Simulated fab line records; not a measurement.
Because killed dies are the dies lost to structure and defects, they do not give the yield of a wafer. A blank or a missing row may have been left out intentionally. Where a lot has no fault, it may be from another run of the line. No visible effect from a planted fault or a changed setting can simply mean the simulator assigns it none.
Matching of chambers | flow nand harc | NHARC_A_M0_PRE_CLEAN_31 on pecvd-03 has 3 sister chambers
The step time 12 s. 3 wafers are shown with their chamber, then 9 later ones without.

## WAFERS, EACH WITH ITS CHAMBER
wafer  | chamber | heater power w (W)
L084.1 | 1       | 622
L084.2 | 2       | 656
L084.3 | 0       | 735

## WAFERS MISSING THEIR CHAMBER
wafer  | heater power w (W)
L089.1 | 560
L089.2 | 725
L089.3 | 723
L091.1 | 666
L091.3 | 660
L091.4 | 663
L092.1 | 643
L092.3 | 686
L092.4 | 686

## WHICH CHAMBER EACH ONE RAN IN
wafer  | from the rows above          | in truth
L089.1 | can't be placed: 1 or 2      | 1
L089.2 | 0                            | 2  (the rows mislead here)
L089.3 | 0                            | 0
L091.1 | can't be placed: 2 or 1      | 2
L091.3 | can't be placed: 2 or 1      | 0
L091.4 | can't be placed: 2 or 1      | 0
L092.1 | can't be placed: 2 or 1      | 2
L092.3 | can't be placed: 2 or 0 or 1 | 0
L092.4 | can't be placed: 2 or 0 or 1 | 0
Placed correctly: 1 of 9. Cannot be placed on the basis of these rows: 7; the candidates contain the true chamber in 5. Wrongly placed: 1.
How it was worked out, from the rows above alone: a wafer's distance from a chamber is the root of the sum, over the readings, of the square of ((its reading less the chamber's mean) divided by the reading's scatter). If the next closest chamber is less than 2 further off than the closest, the wafer can't be placed; otherwise it belongs to the closest. Each chamber's mean is taken over the wafers shown for it. The scatter (one wafer shown for each chamber): square how far every hidden wafer sits from the nearest shown wafer, average those squares and take the square root.
